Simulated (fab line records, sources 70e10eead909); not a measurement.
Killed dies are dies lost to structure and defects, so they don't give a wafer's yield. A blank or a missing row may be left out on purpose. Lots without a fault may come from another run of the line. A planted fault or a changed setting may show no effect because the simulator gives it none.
Chamber matching | flow nand_harc | NHARC_A_SGD_CUT_DEP_00 on pecvd-03: 3 sister chambers
The step deposits SiNx, target thk 50 nm. 6 wafers are shown with their chamber, then 7 later ones without.

WAFERS WITH THEIR CHAMBER
wafer  | chamber | heater_power_w (W)
L824.6 | 1       | 703
L827.5 | 1       | 766
L840.4 | 2       | 785
L840.6 | 0       | 591
L845.3 | 2       | 817
L845.5 | 0       | 602

WAFERS WITHOUT THEIR CHAMBER
wafer  | heater_power_w (W)
L845.6 | 807
L847.1 | 813
L847.2 | 627
L847.6 | 754
L846.1 | 825
L846.4 | 615
L846.6 | 818

WHICH CHAMBER EACH WENT THROUGH
wafer  | from the rows above     | in truth
L845.6 | 2                       | 2
L847.1 | 2                       | 2
L847.2 | 0                       | 0
L847.6 | can't be placed: 1 or 2 | 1
L846.1 | 2                       | 2
L846.4 | 0                       | 0
L846.6 | 2                       | 2
Placed correctly: 6 of 7. Can't be placed from these rows: 1 (the true chamber is among the candidates in 1). Placed wrongly: 0.
How it was worked out, from the rows above alone: a wafer's distance from a chamber is the root of the sum, over the readings, of the square of ((its reading less the chamber's mean) divided by the reading's scatter). The wafer belongs to the nearest chamber; if the next one is less than 2 further off, it can't be placed. A chamber's mean is the mean of its shown wafers. The scatter: the root of (the sum of the squares of (reading less its chamber's mean) over the shown wafers, divided by (wafers less chambers)).
